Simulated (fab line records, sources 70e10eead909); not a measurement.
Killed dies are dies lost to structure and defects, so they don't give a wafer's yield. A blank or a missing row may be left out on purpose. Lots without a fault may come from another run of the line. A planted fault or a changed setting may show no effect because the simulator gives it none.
Chamber matching | flow nand_harc | NHARC_P_M0_CMP_23 on cmp-04: 4 sister chambers
The step polishes, t overpolish 20 s, target thk 117.53 nm. 4 wafers are shown with their chamber, then 7 later ones without.

WAFERS WITH THEIR CHAMBER
wafer  | chamber | motor_current_A (A)
L082.2 | 1       | 10.9
L084.5 | 2       | 12.9
L087.2 | 0       | 12.4
L087.3 | 3       | 10.6

WAFERS WITHOUT THEIR CHAMBER
wafer  | motor_current_A (A)
L087.5 | 11.1
L090.2 | 10.4
L090.4 | 11.2
L090.6 | 10.5
L093.1 | 12.6
L093.3 | 10.6
L093.5 | 11.2

WHICH CHAMBER EACH WENT THROUGH
wafer  | from the rows above     | in truth
L087.5 | can't be placed: 1 or 3 | 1
L090.2 | can't be placed: 3 or 1 | 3
L090.4 | can't be placed: 1 or 3 | 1
L090.6 | can't be placed: 3 or 1 | 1
L093.1 | can't be placed: 0 or 2 | 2
L093.3 | can't be placed: 3 or 1 | 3
L093.5 | can't be placed: 1 or 3 | 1
Placed correctly: 0 of 7. Can't be placed from these rows: 7 (the true chamber is among the candidates in 7). Placed wrongly: 0.
How it was worked out, from the rows above alone: a wafer's distance from a chamber is the root of the sum, over the readings, of the square of ((its reading less the chamber's mean) divided by the reading's scatter). The wafer belongs to the nearest chamber; if the next one is less than 2 further off, it can't be placed. A chamber's mean is the mean of its shown wafers. The scatter: with one shown wafer a chamber, the root of the mean of the squares of how far each hidden wafer lies from its nearest shown one.
